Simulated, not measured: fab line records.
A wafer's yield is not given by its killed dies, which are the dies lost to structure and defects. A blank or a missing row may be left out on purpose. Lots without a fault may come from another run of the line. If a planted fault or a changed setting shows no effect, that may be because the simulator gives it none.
A lot that was struck, set against a sound lot	flow n5_finfet	24 steps out of a route of 1938
Sound: wafers L478.2, L478.3, L478.5. Wafers struck: L494.1, L494.2, L494.4. The cause is named last.
Per side, at each step with rows, come the tool, then ch with its chambers, and then its first start. Under that, the readings that differ: sound wafers	struck wafers	difference of the means	sigmas: that difference in standard deviations of wafers without a fault.
alike: words and numbers the same on both sides, and readings whose means are apart by under 2 such deviations; not compared: readings that were withheld, readings missing a value for some wafer, numbers with overlapping values and no deviation given by the record, and bounds like >300 which may hide the same value.
The two part at a step that has a row with sigmas, a row that says differs or no value, or rows on one side only. Non-overlapping numbers with no deviation appear without sigmas and do not part them. A reading missing from all wafers of one side parts the sides only when that side holds two or more wafers.

first, 11 steps without rows for these wafers: N5_BEOL_M15_VIA_ETCH_16 (etches SiO2 in C4F8/O2/Ar, target depth 1792.2 nm); N5_BEOL_M15_STRIP_63 (strips in O2); N5_BEOL_M15_STRIP_64 (strips in O2); N5_BEOL_M15_STRIP_65 (strips in post etch residue remover, time 60 s); N5_BEOL_M15_SRD_66 (time 30 s, dry time 30 s); N5_BEOL_M15_COAT_56 (time 60 s, resist thk 550 nm); N5_BEOL_M15_ETCH_57 (etches SOC in N2/H2, time 750 s); N5_BEOL_M15_COAT_60 (time 60 s, resist thk 89 nm); N5_BEOL_M15_COAT_22 (resist thk 800 nm); N5_BEOL_M15_EBR_24; N5_BEOL_M15_SOFTBAKE_23 (time 60 s).
N5_BEOL_M15_EXPOSE_25: exposes mask M15, target cd 400 nm.
  sound on krf_scanner-01 ch 0, day 12 10:21; struck on krf_scanner-01 ch 0, day 16 14:10
reading	sound	struck	difference	sigmas
exposure_dose_mJ_cm2	35.47 35.47 35.49	36.24 36.21 36.23	+0.75	+20
  alike: mask
then, 3 steps without rows for these wafers: N5_BEOL_M15_PEB_26 (peb time 90 s); N5_BEOL_M15_DEVELOP_27 (develop time 45 s); N5_BEOL_M15_HARDBAKE_32 (time 120 s).
N5_BEOL_M15_DESCUM_33: chemistry O2, time 7.9 s.
  sound on rie_diel-04 ch 0,2,3, day 12 10:38; struck on rie_diel-05 ch 0,1,3, day 16 14:26
reading	sound	struck	difference	sigmas
model.BEOL_M15.cd_nm (nm)	407.4 405.4 406.6	412.2 410.4 412.2	+5.1	
  alike: drypump_motor_current_A, oes_product_au, rf_vpp_V, showerhead_plenum_p_Torr, throttle_valve_pct
  not compared: rf_hours_counter_h
then, 5 steps without rows for these wafers: N5_BEOL_M15_ETCH_61 (etches BARC in N2/H2, target depth 89 nm, overetch 26.7 nm, time 67.9 s); N5_BEOL_M15_TRENCH_ETCH_34 (etches SiO2 in C4F8/O2/Ar, target depth 872.93 nm, time 199 s); N5_BEOL_M15_STRIP_36 (strips in O2); N5_BEOL_M15_STRIP_62 (strips in O2); N5_BEOL_M15_STRIP_37 (strips in O2).
N5_BEOL_M15_ETCH_38: etches SiCN in CF4/N2, target depth 106.4 nm, time 120.5 s.
  sound on rie_diel-04 ch 1,2,3; struck on rie_diel-04 ch 0,1,3
reading	sound	struck	difference	sigmas
model.BEOL_M15.cd_nm (nm)	400.2 397.4 398	404.8 403.6 405.6	+6.1	
  alike: drypump_motor_current_A, oes_product_au, rf_vpp_V, showerhead_plenum_p_Torr, throttle_valve_pct
  not compared: rf_hours_counter_h
then, 1 step without rows for these wafers: N5_BEOL_M15_PRECLEAN_39 (cleans in residue remover, time 60 s).
N5_PASSIVATION_PROBE_49:
  the record has rows for the sound wafers here (prober-01, day 13 02:47) and none for the struck ones

WHERE THEY PART
First at N5_BEOL_M15_EXPOSE_25; last, within this record, at N5_PASSIVATION_PROBE_49.

WHY: whatever the simulator had introduced
Process parameter drift: krf_scanner-01, from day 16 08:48 on, at N5_BEOL_M15_EXPOSE_25. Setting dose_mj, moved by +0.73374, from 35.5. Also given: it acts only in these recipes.
